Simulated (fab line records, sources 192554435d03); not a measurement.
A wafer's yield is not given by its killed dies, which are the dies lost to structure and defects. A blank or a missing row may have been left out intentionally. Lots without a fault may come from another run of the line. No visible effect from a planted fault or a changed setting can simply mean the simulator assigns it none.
Split-lot experiment	flow n5Finfet	7 lots, 21 wafers read, on a route of 1938 steps

## ON THE SPLIT
At N5_PASSIVATION_EXPOSE_41 (exposes mask PASS OPEN, defocus 0 nm, target cd 40000 nm), the setting doseMj was moved away from the recipe's 57.25 on 7 of the 21 wafers read, by -7.5% to +4.0%. All remaining wafers had this setting at the recipe value.

## FROM THE SPLIT TO THE READING: what the file shows between them, 3 steps
- N5_PASSIVATION_PEB_42 (also split here: pebTimeS)
- N5_PASSIVATION_DEVELOP_43: develop time 60 s
- N5_PASSIVATION_HARDBAKE_45: time 120 s

## THE READING
At N5_PASSIVATION_CD_MEAS_44: cdNm in nanometres, against a target cd of 40000 nm. Typical for fault-free wafers on this fab line: 40000 nm, with standard deviation 2.7 nm.

wafer	tool, chamber at the split	doseMj as run	against the recipe	cdNm, nm	against lot-mates on the recipe
L074.1	krfScanner-01, 0	57.25	recipe	39998	-
L074.3	krfScanner-01, 0	57.25	recipe	40000	-
L074.5	krfScanner-01, 0	52.96	-7.5%	39970	-29
L075.2	krfScanner-01, 0	57.25	recipe	39997	-
L075.3	krfScanner-01, 0	57.25	recipe	39987	-
L075.5	krfScanner-01, 0	57.25	recipe	39989	-
L079.2	krfScanner-01, 0	57.25	recipe	39999	-
L079.3	krfScanner-01, 0	57.25	recipe	40000	-
L079.4	krfScanner-01, 0	59.55	+4.0%	40017	+18
L080.1	krfScanner-01, 0	54.06	-5.6%	39978	-24
L080.2	krfScanner-01, 0	57.25	recipe	40004	-
L080.6	krfScanner-01, 0	57.25	recipe	40000	-
L083.1	krfScanner-01, 0	57.25	recipe	39996	-
L083.3	krfScanner-01, 0	58.7	+2.5%	40008	+12
L083.6	krfScanner-01, 0	58.7	+2.5%	40005	+9
L084.1	krfScanner-02, 0	57.25	recipe	39998	-
L084.2	krfScanner-02, 0	57.25	recipe	40002	-
L084.3	krfScanner-02, 0	57.25	recipe	39999	-
L096.1	krfScanner-01, 0	54.05	-5.6%	39979	-31
L096.3	krfScanner-01, 0	57.25	recipe	40010	-
L096.4	krfScanner-01, 0	54.05	-5.6%	39990	-20

FIT RESULTS
A straight line over all 21 wafers: cdNm changes by +3.39 nm for each +1% of doseMj; r = +0.88; the points scatter about the line by 5.4 nm.
The same after taking each lot's own level away (the mean of its wafers on the recipe; 21 wafers): +4.25 nm for each +1%; r = +0.98; scatter 2.9 nm.
According to that fit, moving doseMj by its largest amount changes the reading by 32 nm.
From 39991.0 to 40010.0 nm: that is the span of the lots' own levels, equal to 7.0 times the standard deviation above.
In other words, the slope is changed by the lot-to-lot level; the two fits disagree.
Check: for one of the wafers moved furthest among these (-7.5%), held out of the fit, the line's prediction against its lot-mates is -33.2 nm. It came out at -29 nm against them.

## THE OTHER SPLITS THESE WAFERS WENT THROUGH
Before the reading, these wafers also passed through other splits. Each is held against what the fit with the lots' levels taken away leaves over:
other split on the same wafers	wafers away from the commonest value	r with cdNm (lot level and that fit taken away)
N5_BEOL_M14_PEB_26 pebTempC	9	-0.17
N5_BEOL_M14_ETCH_68 timeS	6	+0.23
N5_BEOL_M15_EXPOSE_25 doseMj	6	+0.06
N5_BEOL_M15_PEB_26 pebTimeS	6	+0.02
N5_PASSIVATION_AL_DEP_21 timeS	5	-0.03
N5_PASSIVATION_PEB_42 pebTimeS	as run: not given for these wafers	-

## FILE'S OWN FIT
cdNm changes by +4.15 nm for each +1% of doseMj, r = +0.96.
